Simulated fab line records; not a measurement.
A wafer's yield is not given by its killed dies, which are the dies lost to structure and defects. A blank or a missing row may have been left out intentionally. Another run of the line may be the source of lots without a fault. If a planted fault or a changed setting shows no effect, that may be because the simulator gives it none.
Chamber matching -- flow nand-harc -- cmp-01 running NHARC_A_BLC_CMP_25: 4 sister chambers
The step polishes, t overpolish 30 s, target thk 150 nm. 8 wafers are shown with their chamber, then 8 later ones without.

EACH WAFER AND ITS CHAMBER
wafer,chamber,motor-current-A (A),time-to-endpoint-s (s)
L086.3,1,11.6,23
L086.5,3,9.6,28
L088.1,0,12.5,33
L088.3,3,10.2,32
L089.1,0,13.4,34
L089.2,2,12.3,31
L089.6,1,11.7,25
L090.1,2,12.2,29

WAFERS MISSING THEIR CHAMBER
wafer,motor-current-A (A),time-to-endpoint-s (s)
L090.3,9.9,26
L090.6,11.9,24
L091.4,9.7,29
L091.5,11.5,27
L091.6,12.2,32
L094.2,12.7,32
L094.4,9.9,32
L094.5,11.6,25

WHICH CHAMBER EACH WENT THROUGH
wafer,from the rows above,in truth
L090.3,3,3
L090.6,1,1
L091.4,3,3
L091.5,can't be placed: 1 or 2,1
L091.6,can't be placed: 2 or 0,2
L094.2,can't be placed: 0 or 2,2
L094.4,3,3
L094.5,1,1
5 of 8 placed correctly. These rows do not allow placing 3 (true chamber among the candidates in 3). Number placed wrongly: 0.
How it was worked out, from the rows above alone: a wafer's distance from a chamber is the root of the sum, over the readings, of the square of ((its reading less the chamber's mean) divided by the reading's scatter). If the next closest chamber is less than 2 further off than the closest, the wafer can't be placed; otherwise it belongs to the closest. Each chamber's mean is taken over the wafers shown for it. The scatter: the root of (the sum of the squares of (reading less its chamber's mean) over the shown wafers, divided by (wafers less chambers)).
